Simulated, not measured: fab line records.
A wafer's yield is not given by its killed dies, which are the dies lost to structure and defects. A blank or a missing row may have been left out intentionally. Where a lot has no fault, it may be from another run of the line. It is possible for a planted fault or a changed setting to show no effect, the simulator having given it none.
Chamber matching + flow nandHarc + NHARC_A_STAIRCASE_DESCUM_186 on rieDiel-11: 4 sister chambers
The step chemistry O2, time 3 s. 8 wafers are shown with their chamber, then 10 later ones without.

## WAFERS, EACH WITH ITS CHAMBER
| wafer  | chamber | drypumpMotorCurrentA (A) | showerheadPlenumPTorr (Torr) |
|--------|---------|--------------------------|------------------------------|
| L082.2 | 3       | 5.5                      | 1.94                         |
| L085.4 | 3       | 5.5                      | 1.94                         |
| L086.5 | 2       | 5.4                      | 2.00                         |
| L089.1 | 0       | 6.1                      | 1.93                         |
| L089.2 | 1       | 5.8                      | 1.93                         |
| L089.5 | 0       | 6.1                      | 1.93                         |
| L087.1 | 1       | 5.8                      | 1.93                         |
| L087.2 | 2       | 5.3                      | 1.99                         |

## WAFERS MISSING THEIR CHAMBER
| wafer  | drypumpMotorCurrentA (A) | showerheadPlenumPTorr (Torr) |
|--------|--------------------------|------------------------------|
| L087.4 | 6.1                      | 1.93                         |
| L095.3 | 5.4                      | 1.99                         |
| L095.5 | 5.4                      | 1.99                         |
| L095.6 | 5.8                      | 1.93                         |
| L094.1 | 5.5                      | 1.93                         |
| L094.2 | 6.1                      | 1.93                         |
| L094.6 | 5.4                      | 1.99                         |
| L097.1 | 6.1                      | 1.92                         |
| L097.2 | 5.5                      | 1.93                         |
| L097.4 | 5.4                      | 1.99                         |

## WHICH CHAMBER EACH WENT THROUGH
| wafer  | from the rows above | in truth |
|--------|---------------------|----------|
| L087.4 | 0                   | 0        |
| L095.3 | 2                   | 2        |
| L095.5 | 2                   | 2        |
| L095.6 | 1                   | 1        |
| L094.1 | 3                   | 3        |
| L094.2 | 0                   | 0        |
| L094.6 | 2                   | 2        |
| L097.1 | 0                   | 0        |
| L097.2 | 3                   | 3        |
| L097.4 | 2                   | 2        |
Correctly placed: 10 of 10. Number that these rows cannot place: 0. Wrongly placed: 0.
How it was worked out, from the rows above alone: a wafer's distance from a chamber is the root of the sum, over the readings, of the square of ((its reading less the chamber's mean) divided by the reading's scatter). The wafer belongs to the nearest chamber; if the next one is less than 2 further off, it can't be placed. Each chamber's mean is taken over the wafers shown for it. The scatter: the root of (the sum of the squares of (reading less its chamber's mean) over the shown wafers, divided by (wafers less chambers)).
